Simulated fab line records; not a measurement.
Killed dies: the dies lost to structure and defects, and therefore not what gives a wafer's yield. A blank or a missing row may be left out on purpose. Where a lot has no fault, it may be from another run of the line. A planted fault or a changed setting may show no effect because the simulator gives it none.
Chamber matching :: flow n5 finfet :: N5_BEOL_M1_ETCH_63 on rie diel-03 has 4 sister chambers
The step etches SiARC in CF4, target depth 15.6 nm, time 26 s. 16 wafers are shown with their chamber, then 8 later ones without.

== WAFERS PAIRED WITH THEIR CHAMBERS ==
wafer: L074.1
chamber: 0
etch rf on time s (s): 27.9
drypump motor current A (A): 5.7
showerhead plenum p Torr (Torr): 2.21

wafer: L074.3
chamber: 1
etch rf on time s (s): 26.2
drypump motor current A (A): 6.2
showerhead plenum p Torr (Torr): 2.24

wafer: L074.5
chamber: 0
etch rf on time s (s): 27.9
drypump motor current A (A): 5.7
showerhead plenum p Torr (Torr): 2.21

wafer: L079.1
chamber: 0
etch rf on time s (s): 28.2
drypump motor current A (A): 5.7
showerhead plenum p Torr (Torr): 2.20

wafer: L079.2
chamber: 3
etch rf on time s (s): 24.6
drypump motor current A (A): 5.7
showerhead plenum p Torr (Torr): 2.04

wafer: L079.3
chamber: 2
etch rf on time s (s): 24.8
drypump motor current A (A): 6.0
showerhead plenum p Torr (Torr): 2.01

wafer: L081.1
chamber: 1
etch rf on time s (s): 25.9
drypump motor current A (A): 6.2
showerhead plenum p Torr (Torr): 2.23

wafer: L081.5
chamber: 0
etch rf on time s (s): 27.4
drypump motor current A (A): 5.7
showerhead plenum p Torr (Torr): 2.20

wafer: L081.6
chamber: 1
etch rf on time s (s): 25.8
drypump motor current A (A): 6.2
showerhead plenum p Torr (Torr): 2.23

wafer: L084.1
chamber: 1
etch rf on time s (s): 26.2
drypump motor current A (A): 6.3
showerhead plenum p Torr (Torr): 2.23

wafer: L084.3
chamber: 0
etch rf on time s (s): 27.5
drypump motor current A (A): 5.7
showerhead plenum p Torr (Torr): 2.20

wafer: L084.4
chamber: 3
etch rf on time s (s): 24.7
drypump motor current A (A): 5.7
showerhead plenum p Torr (Torr): 2.04

wafer: L086.1
chamber: 2
etch rf on time s (s): 24.7
drypump motor current A (A): 5.9
showerhead plenum p Torr (Torr): 2.26

wafer: L086.3
chamber: 3
etch rf on time s (s): 25.0
drypump motor current A (A): 5.8
showerhead plenum p Torr (Torr): 2.04

wafer: L086.5
chamber: 3
etch rf on time s (s): 24.9
drypump motor current A (A): 5.8
showerhead plenum p Torr (Torr): 2.04

wafer: L088.3
chamber: 3
etch rf on time s (s): 25.0
drypump motor current A (A): 5.8
showerhead plenum p Torr (Torr): 2.04

SIGNATURES, as means of the wafers listed above
reading: etch rf on time s
chamber 0: 27.780
chamber 1: 26.025
chamber 2: 24.750
chamber 3: 24.840
scatter within a chamber: 0.24

reading: drypump motor current A
chamber 0: 5.700
chamber 1: 6.225
chamber 2: 5.950
chamber 3: 5.760
scatter within a chamber: 0.0452

reading: showerhead plenum p Torr
chamber 0: 2.2040
chamber 1: 2.2325
chamber 2: 2.1350
chamber 3: 2.0400
scatter within a chamber: 0.0512
Rule: for a wafer and a chamber, the distance is found by dividing, reading by reading, the gap between the wafer's reading and the chamber's mean by the reading's scatter, squaring, summing and taking the root. If the next closest chamber is less than 2 further off than the closest, the wafer can't be placed; otherwise it belongs to the closest. The scatter is the square root of a quotient: the sum, over the shown wafers, of each reading's squared deviation from its chamber's mean, divided by wafers minus chambers.

== WAFERS WITH NO CHAMBER GIVEN ==
wafer: L088.5
etch rf on time s (s): 28.1
drypump motor current A (A): 5.7
showerhead plenum p Torr (Torr): 2.20

wafer: L088.6
etch rf on time s (s): 24.7
drypump motor current A (A): 5.7
showerhead plenum p Torr (Torr): 2.04

wafer: L089.1
etch rf on time s (s): 24.7
drypump motor current A (A): 6.0
showerhead plenum p Torr (Torr): 2.26

wafer: L089.2
etch rf on time s (s): 24.7
drypump motor current A (A): 5.7
showerhead plenum p Torr (Torr): 2.04

wafer: L089.5
etch rf on time s (s): 25.1
drypump motor current A (A): 6.0
showerhead plenum p Torr (Torr): 2.26

wafer: L096.2
etch rf on time s (s): 25.0
drypump motor current A (A): 6.0
showerhead plenum p Torr (Torr): 2.25

wafer: L096.3
etch rf on time s (s): 28.2
drypump motor current A (A): 5.7
showerhead plenum p Torr (Torr): 2.19

wafer: L096.6
etch rf on time s (s): 26.3
drypump motor current A (A): 6.3
showerhead plenum p Torr (Torr): 2.22

== CHAMBER TAKEN BY EACH ==
wafer: L088.5
from the rows above: 0
in truth: 0

wafer: L088.6
from the rows above: 3
in truth: 3

wafer: L089.1
from the rows above: 2
in truth: 2

wafer: L089.2
from the rows above: 3
in truth: 3

wafer: L089.5
from the rows above: 2
in truth: 2

wafer: L096.2
from the rows above: 2
in truth: 2

wafer: L096.3
from the rows above: 0
in truth: 0

wafer: L096.6
from the rows above: 1
in truth: 1
Correct placement for 8 of the 8. Left unplaced by these rows: 0. Number placed wrongly: 0.
